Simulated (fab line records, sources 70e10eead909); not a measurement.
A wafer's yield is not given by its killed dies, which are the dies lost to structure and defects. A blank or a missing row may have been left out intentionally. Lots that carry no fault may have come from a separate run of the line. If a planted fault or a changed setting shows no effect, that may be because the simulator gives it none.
What tool caused it?    flow nandHarc    14 lots, 42 wafers sampled, at 4 steps of a route of 1159

WHAT THE GAUGES READ, wafer by wafer
The record holds no reading of a measuring or inspecting step that can be judged against a usual standard deviation.

EACH LOT AND THE TOOL THAT RAN IT (in order: tool; ch and the chambers of the sampled wafers; start)
lot   NHARC_A_CONTACT_ETCH_130            NHARC_A_CONTACT_ETCH_132            NHARC_A_CONTACT_EXPOSE_05          NHARC_A_CONTACT_DESCUM_13
L924  harCapEtch-03 ch 0,1, day 17 05:41  harCapEtch-03 ch 0,1, day 17 05:58  arfiScanner-03 ch 0, day 17 10:40  rieDiel-10 ch 0,1, day 17 11:00
L921  harCapEtch-02 ch 0,1, day 17 14:07  harCapEtch-02 ch 0,1, day 17 14:24  arfiScanner-02 ch 0, day 17 18:30  rieDiel-06 ch 1,2,3, day 17 18:50
L926  harCapEtch-01 ch 0,1, day 17 22:40  harCapEtch-01 ch 0,1, day 17 22:56  arfiScanner-02 ch 0, day 18 02:38  rieDiel-03 ch 0,2,3, day 18 02:58
L929  harCapEtch-03 ch 0,1, day 19 10:00  harCapEtch-03 ch 0,1, day 19 10:17  arfiScanner-02, day 19 17:04       rieDiel-10 ch 0,3, day 19 17:25
L932  harCapEtch-02 ch 0,1, day 19 14:32  harCapEtch-02 ch 0,1, day 19 14:50  arfiScanner-02, day 19 19:17       rieDiel-06 ch 1,2,3, day 19 19:38
L934  harCapEtch-02 ch 0,1, day 20 01:28  harCapEtch-02 ch 0,1, day 20 01:45  arfiScanner-01 ch 0, day 20 08:01  rieDiel-06 ch 0,1, day 20 08:21
L937  harCapEtch-02 ch 0,1, day 21 00:10  harCapEtch-02 ch 0,1, day 21 00:28  arfiScanner-01 ch 0, day 21 04:50  rieDiel-03 ch 0,2, day 21 05:10
L939  harCapEtch-03 ch 0,1, day 21 04:44  harCapEtch-03 ch 0,1, day 21 05:02  arfiScanner-03 ch 0, day 21 10:52  rieDiel-06 ch 0,1, day 21 11:11
L938  harCapEtch-02 ch 0,1, day 21 05:24  harCapEtch-02 ch 0,1, day 21 05:41  arfiScanner-02 ch 0, day 21 11:07  rieDiel-10 ch 0,1,3, day 21 11:26
L940  harCapEtch-01 ch 0,1, day 21 12:17  harCapEtch-01 ch 0,1, day 21 12:34  arfiScanner-01 ch 0, day 21 19:05  rieDiel-03 ch 0,1,2, day 21 19:25
L943  harCapEtch-02 ch 0,1, day 22 02:04  harCapEtch-02 ch 0,1, day 22 02:26  arfiScanner-02 ch 0, day 22 08:28  rieDiel-10 ch 0,2,3, day 22 08:47
L942  harCapEtch-03 ch 0,1, day 22 06:15  harCapEtch-03 ch 0,1, day 22 06:32  arfiScanner-01 ch 0, day 22 10:23  rieDiel-03 ch 2,3, day 22 10:43
L941  harCapEtch-01 ch 0,1, day 22 07:08  harCapEtch-01 ch 0,1, day 22 07:25  arfiScanner-01 ch 0, day 22 11:25  rieDiel-03 ch 0,2,3, day 22 11:44
L944  harCapEtch-03 ch 0,1, day 22 16:03  harCapEtch-03 ch 0,1, day 22 16:20  arfiScanner-02 ch 0, day 22 21:55  rieDiel-03 ch 2,3, day 22 22:23
- NHARC_A_CONTACT_ETCH_130: etches the open film in C4F8/O2/Ar, time 155 s, target depth 956 nm.
- NHARC_A_CONTACT_ETCH_132: etches the open film in C4F8/O2/Ar, time 156 s, target depth 958 nm.
- NHARC_A_CONTACT_EXPOSE_05: exposes mask A CC.
- NHARC_A_CONTACT_DESCUM_13: chemistry O2, time 3 s.

WHAT THE TOOLS THEMSELVES READ (means of the sampled wafers that have a number; where no wafer has one, the mark that the record gives instead)
NHARC_A_CONTACT_EXPOSE_05.
lot   tool            exposureDoseMJCm2  focusOffsetNm (nm)
L924  arfiScanner-03  84.18              -0.1
L921  arfiScanner-02  84.23              0.9
L926  arfiScanner-02  84.20              -0.1
L929  arfiScanner-02  -                  -
L932  arfiScanner-02  -                  -
L934  arfiScanner-01  84.33              -0.3
L937  arfiScanner-01  84.28              0.9
L939  arfiScanner-03  84.34              -0.2
L938  arfiScanner-02  84.29              0.1
L940  arfiScanner-01  84.26              0.2
L943  arfiScanner-02  84.18              0.3
L942  arfiScanner-01  84.23              -0.4
L941  arfiScanner-01  84.26              -0.4
L944  arfiScanner-02  84.32              -0.1

NHARC_A_CONTACT_DESCUM_13.
lot   tool        drypumpMotorCurrentA (A)  oesProductAu (a.u.)  rfVppV (V)  showerheadPlenumPTorr (Torr)  throttleValvePct (%)
L924  rieDiel-10  5.8                       1.024                57.1        1.92                          11.310
L921  rieDiel-06  5.7                       0.998                58.3        1.89                          11.314
L926  rieDiel-03  5.9                       1.000                57.8        1.94                          11.311
L929  rieDiel-10  5.3                       0.993                58.2        1.86                          11.308
L932  rieDiel-06  5.7                       1.000                58.1        1.89                          11.306
L934  rieDiel-06  6.0                       1.007                57.8        1.92                          11.318
L937  rieDiel-03  6.2                       1.002                57.6        1.92                          11.318
L939  rieDiel-06  6.0                       1.001                57.7        1.91                          11.320
L938  rieDiel-10  5.8                       1.005                57.0        1.87                          11.306
L940  rieDiel-03  5.9                       1.001                58.3        1.90                          11.310
L943  rieDiel-10  5.6                       1.005                58.3        1.90                          11.315
L942  rieDiel-03  5.7                       1.001                57.8        1.96                          11.305
L941  rieDiel-03  5.9                       1.006                57.8        1.94                          11.309
L944  rieDiel-03  5.6                       0.998                58.8        1.99                          11.309

THE ANSWER, worked out from the rows above alone
Rule: the usual values come from the lots themselves. Put in order of their means at a reading, lots are off if they are a third of the lots or fewer, leave a main group of 4 or more, and stand apart from it by a gap of 3 or more times the standard deviation of the main group's means; of several such gaps the widest counts. If all means in a main group match to the digits the tables above print for the reading, that group is not used. Also off: a lot with no number at a reading for which 4 or more lots have one. All remaining lots with rows at the step are treated as sound. Order of review: gauges by route order, followed by the tools' own readings, for which a lot's mean as printed above is used. At the first step where some lot is off, the reading lying furthest off is the one used; lots without a number count as furthest.
Off: L929, L932, at NHARC_A_CONTACT_EXPOSE_05 (exposureDoseMJCm2). Without a number there: L929, L932. For the main group the mean is 84.26 and the standard deviation 0.054.
A tool fits if, at that step or a process step before it, it ran every lot that is off, and no sound lot after the first of them. None of those tried fits.

WHAT WAS PUT IN BY THE SIMULATOR
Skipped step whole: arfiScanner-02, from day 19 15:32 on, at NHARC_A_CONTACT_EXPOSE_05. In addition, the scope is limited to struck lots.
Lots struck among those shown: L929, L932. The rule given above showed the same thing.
